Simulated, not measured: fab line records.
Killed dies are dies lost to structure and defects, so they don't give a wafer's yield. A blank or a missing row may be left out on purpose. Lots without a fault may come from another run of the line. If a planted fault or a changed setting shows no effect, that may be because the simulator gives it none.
Chamber matching -- flow n5 finfet -- N5_SDB_HM_OPEN_20 on rie diel-06 has 4 sister chambers
The step chemistry CH3F/O2, target SiNx, stops on poly-Si, target depth 24 nm. 4 wafers are shown with their chamber, then 7 later ones without.

## WAFERS PAIRED WITH THEIR CHAMBERS
wafer,chamber,showerhead plenum p Torr (Torr)
L080.3,3,2.03
L082.6,0,1.93
L084.3,1,2.09
L084.5,2,1.93

## WAFERS MISSING THEIR CHAMBER
wafer,showerhead plenum p Torr (Torr)
L084.6,2.02
L091.4,1.92
L091.5,2.09
L091.6,2.02
L092.1,1.92
L092.4,1.92
L092.6,2.08

## WHICH CHAMBER EACH ONE RAN IN
wafer,from the rows above,in truth
L084.6,3,3
L091.4,can't be placed: 0 or 2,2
L091.5,1,1
L091.6,3,3
L092.1,can't be placed: 0 or 2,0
L092.4,can't be placed: 0 or 2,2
L092.6,1,1
Correctly placed: 4 of 7. Can't be placed from these rows: 3 (the true chamber is among the candidates in 3). Placed wrongly: 0.
How it was worked out, from the rows above alone: a wafer's distance from a chamber is the root of the sum, over the readings, of the square of ((its reading less the chamber's mean) divided by the reading's scatter). The wafer belongs to the nearest chamber; if the next one is less than 2 further off, it can't be placed. A chamber's mean is the mean of its shown wafers. The scatter: with one shown wafer a chamber, the root of the mean of the squares of how far each hidden wafer lies from its nearest shown one.
